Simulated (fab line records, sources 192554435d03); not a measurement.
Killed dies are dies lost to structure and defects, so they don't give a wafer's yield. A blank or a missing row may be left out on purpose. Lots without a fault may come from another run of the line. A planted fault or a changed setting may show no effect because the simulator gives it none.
Chamber matching | flow n5_finfet | N5_GATE_CUT_ETCH_36 on rie_diel-02: 4 sister chambers
The step etches SiARC in CF4, target depth 13 nm, time 21.7 s. 18 wafers are shown with their chamber, then 9 later ones without.

WAFERS WITH THEIR CHAMBER
wafer  | chamber | showerhead_plenum_p_Torr (Torr) | drypump_motor_current_A (A) | throttle_valve_pct (%)
L076.1 | 3       | 2.10                            | 6.2                         | 15.38
L076.4 | 0       | 2.15                            | 5.2                         | 15.60
L076.6 | 0       | 2.15                            | 5.3                         | 15.59
L081.1 | 0       | 2.14                            | 5.2                         | 15.63
L081.4 | 2       | 2.26                            | 5.7                         | 15.58
L081.5 | 0       | 2.15                            | 5.2                         | 15.60
L083.1 | 0       | 2.14                            | 5.3                         | 15.62
L083.4 | 3       | 2.10                            | 6.2                         | 15.40
L083.5 | 1       | 2.04                            | 6.0                         | 15.60
L088.1 | 0       | 2.14                            | 5.3                         | 15.63
L088.4 | 1       | 2.04                            | 6.0                         | 15.62
L088.5 | 2       | 2.26                            | 5.7                         | 15.61
L089.2 | 0       | 2.14                            | 5.3                         | 15.65
L089.4 | 2       | 2.26                            | 5.7                         | 15.62
L089.6 | 1       | 2.04                            | 6.0                         | 15.63
L090.2 | 1       | 2.04                            | 6.0                         | 15.62
L090.3 | 0       | 2.14                            | 5.3                         | 15.65
L090.6 | 2       | 2.26                            | 5.6                         | 15.60

SIGNATURES (means of the wafers above)
reading                  | chamber 0 | chamber 1 | chamber 2 | chamber 3 | scatter within a chamber
showerhead_plenum_p_Torr | 2.1437    | 2.0400    | 2.2600    | 2.1000    | 0.00366
drypump_motor_current_A  | 5.263     | 6.000     | 5.675     | 6.200     | 0.0433
throttle_valve_pct       | 15.6212   | 15.6175   | 15.6025   | 15.3900   | 0.0193
Rule: a wafer's distance from a chamber is the root of the sum, over the readings, of the square of ((its reading less the chamber's mean) divided by the reading's scatter). The wafer belongs to the nearest chamber; if the next one is less than 2 further off, it can't be placed. The scatter: the root of (the sum of the squares of (reading less its chamber's mean) over the shown wafers, divided by (wafers less chambers)).

WAFERS WITHOUT THEIR CHAMBER
wafer  | showerhead_plenum_p_Torr (Torr) | drypump_motor_current_A (A) | throttle_valve_pct (%)
L092.2 | 2.09                            | 6.2                         | 15.42
L092.4 | 2.14                            | 5.3                         | 15.64
L092.5 | 2.03                            | 6.0                         | 15.65
L096.2 | 2.25                            | 5.7                         | 15.66
L096.3 | 2.09                            | 6.2                         | 15.43
L096.5 | 2.25                            | 5.7                         | 15.64
L097.1 | 2.25                            | 5.7                         | 15.65
L097.2 | 2.09                            | 6.2                         | 15.43
L097.3 | 2.13                            | 5.2                         | 15.66

WHICH CHAMBER EACH WENT THROUGH
wafer  | from the rows above | in truth
L092.2 | 3                   | 3
L092.4 | 0                   | 0
L092.5 | 1                   | 1
L096.2 | 2                   | 2
L096.3 | 3                   | 3
L096.5 | 2                   | 2
L097.1 | 2                   | 2
L097.2 | 3                   | 3
L097.3 | 0                   | 0
Placed correctly: 9 of 9. Can't be placed from these rows: 0. Placed wrongly: 0.
